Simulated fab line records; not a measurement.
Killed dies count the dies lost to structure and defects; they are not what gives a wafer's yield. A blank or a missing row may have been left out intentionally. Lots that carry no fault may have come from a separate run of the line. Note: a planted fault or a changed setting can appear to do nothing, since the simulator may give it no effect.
One fault through the eyes of 2 desks :: flow n5 finfet :: each desk has only its own numbers; what lay behind them comes last

== FROM THE METROLOGY DESK ==
What the gauges read, lot by lot, whatever tool the lot ran on: means of the sampled wafers that have a number. Marked OUT: a lot whose mean sits more than 4 standard deviations from the usual mean, which makes it out of limits; the brackets give that distance. Shown here are 7 of its 11 readings, the ones lying furthest out on some lot.
Columns: A = GC_FILL_THK at N5_GATE_CUT_THK_MEAS_24, usual 220.0 nm; B = DIBL_P at N5_BEOL_M4_RC_MEAS_101, usual 37.0 mV/V; C = IOFF_N at N5_BEOL_M4_RC_MEAS_101, usual 0.17 nA/um; D = ION_N at N5_BEOL_M4_RC_MEAS_101, usual 673 uA/um; E = ION_P at N5_BEOL_M4_RC_MEAS_101, usual 462 uA/um; F = SS_N at N5_BEOL_M4_RC_MEAS_101, usual 71.7 mV/dec; G = VT_P at N5_BEOL_M4_RC_MEAS_101, usual -250 mV
lot: L563
first seen here: day 4 21:43
A: 219.2
B: 39.0
C: 0.19
D: 683
E: 460
F: 72.0
G: -248

lot: L574
first seen here: day 7 15:34
A: 223.4
B: 39.3
C: 0.19
D: 678
E: 468
F: 71.9
G: -247

lot: L575
first seen here: day 7 20:32
A: 224.9
B: 36.5
C: 0.13
D: 660
E: 459
F: 71.6
G: -252

lot: L576
first seen here: day 8 02:38
A: 225.2
B: 36.0
C: 0.15
D: 664
E: 452
F: 71.8
G: -256

lot: L582
first seen here: day 9 13:35
A: 219.0
B: 33.3
C: 0.14
D: 671
E: 458
F: 71.0
G: -254
Result from this desk: across the 5 lots, nothing is out of limits.

== DESK OF THE TOOL OWNER: remote plasma-02 ==
The tool's own readings at N5_ILD0_PRECLEAN_10 (cleans in NF3:NH3, afs cycles 5, time 20 s, sublimation time 60 s): means of the sampled wafers that have a number, for each lot that ran on this tool. Marked OUT: a lot whose mean sits more than 4 standard deviations from the usual mean, which makes it out of limits; the brackets give that distance.
Columns: A = pressure torr at N5_ILD0_PRECLEAN_10, usual 3.000 Torr; B = rf power w at N5_ILD0_PRECLEAN_10, usual 30.01 W
lot: L563
first seen here: day 3 19:52
A: 3.004
B: 30.12

lot: L574
first seen here: day 6 14:43
A: 2.996
B: 30.10

lot: L575
first seen here: day 6 20:34
A: 3.000
B: 30.05

lot: L576
first seen here: day 7 02:05
A: 2.997
B: 29.95
Result from this desk: across the 4 lots, nothing is out of limits.

== ALL TOGETHER ==
At the metrology desk, nothing out of limits was observed.
Nothing out of limits was seen by the tool owner's desk.

== WHAT WAS PUT IN BY THE SIMULATOR ==
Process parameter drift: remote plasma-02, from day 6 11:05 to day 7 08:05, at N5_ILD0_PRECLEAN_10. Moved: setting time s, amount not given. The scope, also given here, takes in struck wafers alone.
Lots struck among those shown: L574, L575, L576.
